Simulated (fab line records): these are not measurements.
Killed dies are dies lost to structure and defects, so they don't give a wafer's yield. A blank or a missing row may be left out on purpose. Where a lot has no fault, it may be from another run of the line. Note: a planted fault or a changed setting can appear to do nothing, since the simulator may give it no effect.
Which tool was responsible? :: flow n5Finfet :: 10 lots, 30 wafers sampled, at 5 steps of a route of 1938

## WHAT THE GAUGES READ, wafer by wafer
N5_ZERO_LAYER_INSPECT_20: inspects for defects (darkfield).
lot: L777
measured: day 2 13:22
on: defectInspect-01
rawDefectCount: 28 58 50

lot: L779
measured: day 3 01:24
on: defectInspect-01
rawDefectCount: 13 15 24

lot: L780
measured: day 3 07:23
on: defectInspect-02
rawDefectCount: 17 46 40

lot: L781
measured: day 3 13:15
on: defectInspect-02
rawDefectCount: 28 17 30

lot: L782
measured: day 3 20:13
on: defectInspect-02
rawDefectCount: 73 71 77

lot: L784
measured: day 4 07:16
on: defectInspect-02
rawDefectCount: 55 38 55

lot: L790
measured: day 5 19:38
on: defectInspect-01
rawDefectCount: 50 18 44

lot: L791
measured: day 6 01:25
on: defectInspect-01
rawDefectCount: 17 16 31

lot: L792
measured: day 6 07:16
on: defectInspect-01
rawDefectCount: 25 58 58

lot: L795
measured: day 7 01:29
on: defectInspect-02
rawDefectCount: 64 76 47

N5_WELL_APT_INSPECT_27: inspects for defects (macro).
lot: L777
measured: day 2 15:07
on: defectInspect-01
rawDefectCount: 1 1 1

lot: L779
measured: day 3 03:25
on: defectInspect-01
rawDefectCount: 0 4 1

lot: L780
measured: day 3 09:40
on: defectInspect-01
rawDefectCount: 2 1 2

lot: L781
measured: day 3 15:04
on: defectInspect-02
rawDefectCount: 0 1 3

lot: L782
measured: day 3 22:00
on: defectInspect-02
rawDefectCount: 1 1 6

lot: L784
measured: day 4 08:56
on: defectInspect-02
rawDefectCount: 4 2 2

lot: L790
measured: day 5 21:12
on: defectInspect-02
rawDefectCount: 3 2 0

lot: L791
measured: day 6 03:08
on: defectInspect-02
rawDefectCount: 2 7 1

lot: L792
measured: day 6 09:05
on: defectInspect-02
rawDefectCount: 1 5 2

lot: L795
measured: day 7 03:44
on: defectInspect-02
rawDefectCount: 1 4 1

N5_BEOL_M4_RC_MEAS_101.
lot: L777
measured: day 9 17:05
on: prober-01
CJ_N: 4.35 4.35 4.33
DIBL_N (mV/V): 36.7 36.6 36.4
DIBL_P (mV/V): 36.7 36.2 36.4
IOFF_N (nA/um): 0.185 0.163 0.179
IOFF_P (nA/um): 0.25 0.23 0.25
ION_N (uA/um): 695 679 695
ION_P (uA/um): 475 466 477
RS_PWELL (ohm/sq): 3033 3037 3015
SS_N (mV/dec): 72.2 71.9 71.0
SS_P (mV/dec): 73.9 72.6 72.6
VT_N (mV): 247.5 250.2 246.5
VT_P (mV): -249 -249 -246

lot: L779
measured: day 10 18:52
on: prober-01
CJ_N: 4.45 4.38 4.45
DIBL_N (mV/V): 36.2 37.5 36.2
DIBL_P (mV/V): 35.5 37.2 35.9
IOFF_N (nA/um): 0.137 0.155 0.140
IOFF_P (nA/um): 0.18 0.21 0.18
ION_N (uA/um): 668 684 673
ION_P (uA/um): 456 468 459
RS_PWELL (ohm/sq): 3040 3055 3033
SS_N (mV/dec): 71.4 71.9 71.1
SS_P (mV/dec): 73.1 73.3 72.8
VT_N (mV): 252.1 253.2 251.5
VT_P (mV): -252 -252 -253

lot: L780
measured: day 10 18:29
on: prober-02
CJ_N: 4.39 4.30 4.43
DIBL_N (mV/V): 37.6 35.8 35.3
DIBL_P (mV/V): 37.5 34.8 34.3
IOFF_N (nA/um): 0.184 0.135 0.135
IOFF_P (nA/um): 0.22 0.17 0.17
ION_N (uA/um): 686 662 664
ION_P (uA/um): 470 449 458
RS_PWELL (ohm/sq): 3038 3020 3022
SS_N (mV/dec): 71.3 71.1 71.0
SS_P (mV/dec): 73.1 72.5 72.0
VT_N (mV): 244.6 250.2 251.1
VT_P (mV): -247 -251 -251

lot: L781
measured: day 11 08:04
on: prober-01
CJ_N: 4.35 4.36 4.48
DIBL_N (mV/V): 37.8 37.8 37.6
DIBL_P (mV/V): 36.3 36.7 35.7
IOFF_N (nA/um): 0.164 0.176 0.170
IOFF_P (nA/um): 0.23 0.25 0.23
ION_N (uA/um): 671 688 684
ION_P (uA/um): 462 474 472
RS_PWELL (ohm/sq): 2996 2978 2979
SS_N (mV/dec): 72.0 71.1 71.6
SS_P (mV/dec): 73.7 73.4 73.5
VT_N (mV): 251.0 247.2 248.2
VT_P (mV): -246 -245 -247

lot: L782
measured: day 10 16:16
on: prober-01
CJ_N: 4.39 4.33 4.32
DIBL_N (mV/V): 34.2 34.5 35.3
DIBL_P (mV/V): 35.7 36.1 37.5
IOFF_N (nA/um): 0.151 0.159 0.177
IOFF_P (nA/um): 0.23 0.23 0.26
ION_N (uA/um): 686 670 692
ION_P (uA/um): 468 470 475
RS_PWELL (ohm/sq): 3053 3047 3034
SS_N (mV/dec): 71.2 71.8 71.6
SS_P (mV/dec): 72.6 72.4 72.8
VT_N (mV): 248.1 245.6 247.1
VT_P (mV): -247 -248 -246

lot: L784
measured: day 11 23:50
on: prober-01
CJ_N: 4.42 4.48 4.47
DIBL_N (mV/V): 37.4 36.5 36.8
DIBL_P (mV/V): 38.4 36.9 36.2
IOFF_N (nA/um): 0.177 0.157 0.153
IOFF_P (nA/um): 0.21 0.18 0.18
ION_N (uA/um): 680 669 665
ION_P (uA/um): 462 459 451
RS_PWELL (ohm/sq): 2993 3019 3008
SS_N (mV/dec): 72.0 71.7 72.0
SS_P (mV/dec): 73.6 73.1 73.3
VT_N (mV): 248.5 249.4 250.3
VT_P (mV): -253 -253 -254

lot: L790
measured: day 13 11:38
on: prober-02
CJ_N: 5.11 5.26 5.30
DIBL_N (mV/V): 34.8 35.0 34.2
DIBL_P (mV/V): 35.0 35.0 33.3
IOFF_N (nA/um): 0.139 0.144 0.132
IOFF_P (nA/um): 0.25 0.23 0.21
ION_N (uA/um): 671 674 684
ION_P (uA/um): 464 472 473
RS_PWELL (ohm/sq): 2982 2960 2964
SS_N (mV/dec): 72.1 71.6 71.3
SS_P (mV/dec): 73.6 73.6 73.2
VT_N (mV): 252.3 252.6 251.4
VT_P (mV): -248 -247 -248

lot: L791
measured: day 13 11:45
on: prober-01
CJ_N: 5.23 5.20 5.18
DIBL_N (mV/V): 34.6 35.6 35.4
DIBL_P (mV/V): 33.2 34.8 34.6
IOFF_N (nA/um): 0.118 0.135 0.124
IOFF_P (nA/um): 0.15 0.17 0.17
ION_N (uA/um): 652 663 648
ION_P (uA/um): 443 450 442
RS_PWELL (ohm/sq): 2871 2904 2929
SS_N (mV/dec): 70.5 71.3 71.1
SS_P (mV/dec): 73.8 73.9 73.9
VT_N (mV): 256.8 255.1 257.6
VT_P (mV): -256 -258 -256

lot: L792
measured: day 13 12:34
on: prober-02
CJ_N: 5.24 5.18 5.14
DIBL_N (mV/V): 34.7 35.1 34.4
DIBL_P (mV/V): 35.5 36.4 35.6
IOFF_N (nA/um): 0.120 0.121 0.111
IOFF_P (nA/um): 0.18 0.19 0.18
ION_N (uA/um): 651 659 656
ION_P (uA/um): 459 460 459
RS_PWELL (ohm/sq): 2944 2947 2923
SS_N (mV/dec): 70.4 71.2 70.7
SS_P (mV/dec): 72.8 73.2 73.1
VT_N (mV): 254.5 255.2 255.2
VT_P (mV): -251 -251 -252

lot: L795
measured: day 13 19:12
on: prober-01
CJ_N: 4.19 4.33 4.37
DIBL_N (mV/V): 35.7 37.4 36.5
DIBL_P (mV/V): 36.1 37.9 36.6
IOFF_N (nA/um): 0.147 0.182 0.170
IOFF_P (nA/um): 0.25 0.28 0.26
ION_N (uA/um): 673 675 667
ION_P (uA/um): 469 473 464
RS_PWELL (ohm/sq): 2975 2946 2971
SS_N (mV/dec): 71.2 71.5 71.8
SS_P (mV/dec): 73.3 74.0 73.9
VT_N (mV): 249.2 246.1 247.4
VT_P (mV): -246 -245 -246

## WHAT TOOL EACH LOT RAN ON (gives the tool, then ch and the chambers of the sampled wafers, and finally the start)
lot: L777
N5_WELL_APT_IMPLANT_32: implanter-01 ch 0, day 2 15:26
N5_WELL_APT_RTA_34: rtpAnneal-02 ch 0, day 2 16:11

lot: L779
N5_WELL_APT_IMPLANT_32: implanter-01 ch 0, day 3 04:09
N5_WELL_APT_RTA_34: rtpAnneal-02 ch 0, day 3 04:39

lot: L780
N5_WELL_APT_IMPLANT_32: implanter-02 ch 0, day 3 10:00
N5_WELL_APT_RTA_34: rtpAnneal-02 ch 0, day 3 10:32

lot: L781
N5_WELL_APT_IMPLANT_32: implanter-01 ch 0, day 3 15:25
N5_WELL_APT_RTA_34: rtpAnneal-02 ch 0, day 3 16:06

lot: L782
N5_WELL_APT_IMPLANT_32: implanter-01 ch 0, day 3 22:19
N5_WELL_APT_RTA_34: rtpAnneal-02 ch 0, day 3 22:55

lot: L784
N5_WELL_APT_IMPLANT_32: implanter-02 ch 0, day 4 09:16
N5_WELL_APT_RTA_34: rtpAnneal-02 ch 0, day 4 09:46

lot: L790
N5_WELL_APT_IMPLANT_32: implanter-01 ch 0, day 5 21:31
N5_WELL_APT_RTA_34: rtpAnneal-02 ch 0, day 5 22:44

lot: L791
N5_WELL_APT_IMPLANT_32: implanter-01 ch 0, day 6 03:28
N5_WELL_APT_RTA_34: rtpAnneal-01 ch 0, day 6 03:56

lot: L792
N5_WELL_APT_IMPLANT_32: implanter-01 ch 0, day 6 09:44
N5_WELL_APT_RTA_34: rtpAnneal-02 ch 0, day 6 10:45

lot: L795
N5_WELL_APT_IMPLANT_32: implanter-02 ch 0, day 7 04:31
N5_WELL_APT_RTA_34: rtpAnneal-02 ch 0, day 7 04:59
- N5_WELL_APT_IMPLANT_32
- N5_WELL_APT_RTA_34: time 10 s.

## AS READ BY THE TOOLS THEMSELVES (means over the sampled wafers that have a number; for cases with no such wafer, the mark the record gives instead)
N5_WELL_APT_IMPLANT_32.
lot: L777
tool: implanter-01
doseIonsCm2: 2.0023e+13
faradayCurrentUA: 251

lot: L779
tool: implanter-01
doseIonsCm2: 1.9997e+13
faradayCurrentUA: 251

lot: L780
tool: implanter-02
doseIonsCm2: 1.9992e+13
faradayCurrentUA: 254

lot: L781
tool: implanter-01
doseIonsCm2: 2.0016e+13
faradayCurrentUA: 253

lot: L782
tool: implanter-01
doseIonsCm2: 1.9994e+13
faradayCurrentUA: 255

lot: L784
tool: implanter-02
doseIonsCm2: 1.9979e+13
faradayCurrentUA: 257

lot: L790
tool: implanter-01
doseIonsCm2: 2.8935e+13
faradayCurrentUA: 371

lot: L791
tool: implanter-01
doseIonsCm2: 2.8928e+13
faradayCurrentUA: 361

lot: L792
tool: implanter-01
doseIonsCm2: 2.8888e+13
faradayCurrentUA: 365

lot: L795
tool: implanter-02
doseIonsCm2: 2.0008e+13
faradayCurrentUA: 254

N5_WELL_APT_RTA_34.
lot: L777
tool: rtpAnneal-02
lampPowerPct (%): 13.03
wafer_temp_C_max: 1004.3

lot: L779
tool: rtpAnneal-02
lampPowerPct (%): 13.02
wafer_temp_C_max: 1002.8

lot: L780
tool: rtpAnneal-02
lampPowerPct (%): 12.96
wafer_temp_C_max: 1003.1

lot: L781
tool: rtpAnneal-02
lampPowerPct (%): 12.95
wafer_temp_C_max: 1003.7

lot: L782
tool: rtpAnneal-02
lampPowerPct (%): 12.98
wafer_temp_C_max: 1004.2

lot: L784
tool: rtpAnneal-02
lampPowerPct (%): 12.99
wafer_temp_C_max: 1002.9

lot: L790
tool: rtpAnneal-02
lampPowerPct (%): 12.98
wafer_temp_C_max: 1004.1

lot: L791
tool: rtpAnneal-01
lampPowerPct (%): 12.97
wafer_temp_C_max: 1002.7

lot: L792
tool: rtpAnneal-02
lampPowerPct (%): 13.04
wafer_temp_C_max: 1003.2

lot: L795
tool: rtpAnneal-02
lampPowerPct (%): 12.98
wafer_temp_C_max: 1003.3

## THE ANSWER, worked out from the rows above alone
Rule: the lots themselves supply what counts as usual. Put in order of their means at a reading, lots are off if they are a third of the lots or fewer, leave a main group of 4 or more, and stand apart from it by a gap of 3 or more times the standard deviation of the main group's means; of several such gaps the widest counts. The tables above print the reading to a certain number of digits; a main group whose means all agree to those digits is not used. Also off: a lot with no number at a reading for which 4 or more lots have one. Where the step has rows for the other lots, those lots are counted as sound. Order of review: gauges by route order, followed by the tools' own readings, for which a lot's mean as printed above is used. At the first step where some lot is off, the reading lying furthest off is the one used; lots without a number count as furthest.
Off: at N5_BEOL_M4_RC_MEAS_101 (CJ_N), L790, L791, L792. For the main group the mean is 4.38 and the standard deviation 0.05.
A tool fits if, at a process step before that reading, it ran every lot that is off, and no sound lot after the first of them. The gauges at N5_BEOL_M4_RC_MEAS_101 aren't tried: what is off there is off at N5_WELL_APT_IMPLANT_32 too, on other tools, and a gauge's error can't cause that. One fits: implanter-01 at N5_WELL_APT_IMPLANT_32. Its last sound lot is L782 (day 3 22:19), its first lot that is off L790 (day 5 21:31): a fault that began between those two fits.
The tool's own readings at N5_WELL_APT_IMPLANT_32 bear it out: on the lots that are off they differ by more than 5 times the standard deviation of the sound lots' means. doseIonsCm2 reads 2.8917e+13 there against 2.0001e+13 on the sound lots; faradayCurrentUA reads 366 there against 254 on the sound lots.

## WHAT HAD BEEN PUT IN BY THE SIMULATOR
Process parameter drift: implanter-01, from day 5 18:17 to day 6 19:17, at N5_WELL_APT_IMPLANT_32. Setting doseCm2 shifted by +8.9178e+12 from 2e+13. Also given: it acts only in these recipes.
Struck lots among those shown: L790, L791, L792. This agrees with what the rule above found.
